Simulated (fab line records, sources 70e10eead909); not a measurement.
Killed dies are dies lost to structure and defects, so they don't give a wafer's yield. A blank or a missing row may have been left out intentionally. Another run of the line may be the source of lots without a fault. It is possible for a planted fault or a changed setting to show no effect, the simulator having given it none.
Chamber matching	flow nand_harc	rie_diel-04 running NHARC_A_BONDPAD_STRIP_15: 4 sister chambers
The step strips in O2. 4 wafers are shown with their chamber, then 9 later ones without.

## WAFERS PAIRED WITH THEIR CHAMBERS
wafer	chamber	showerhead_plenum_p_Torr (Torr)
L083.5	3	3.49
L087.1	0	3.43
L087.5	1	3.33
L087.6	2	3.48

## WAFERS MISSING THEIR CHAMBER
wafer	showerhead_plenum_p_Torr (Torr)
L090.2	3.49
L090.3	3.33
L090.6	3.49
L095.1	3.49
L095.4	3.42
L095.5	3.48
L096.1	3.48
L096.3	3.32
L096.4	3.48

## EACH ONE'S CHAMBER
wafer	from the rows above	in truth
L090.2	3	3
L090.3	1	1
L090.6	3	3
L095.1	3	3
L095.4	0	0
L095.5	2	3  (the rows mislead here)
L096.1	2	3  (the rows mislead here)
L096.3	1	1
L096.4	2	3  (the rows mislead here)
6 of 9 placed correctly. Can't be placed from these rows: 0. Wrongly placed: 3.
How it was worked out, from the rows above alone: a wafer's distance from a chamber is the root of the sum, over the readings, of the square of ((its reading less the chamber's mean) divided by the reading's scatter). The wafer belongs to the nearest chamber; if the next one is less than 2 further off, it can't be placed. The mean given for a chamber averages the wafers shown for that chamber. The scatter: with one shown wafer a chamber, the root of the mean of the squares of how far each hidden wafer lies from its nearest shown one.
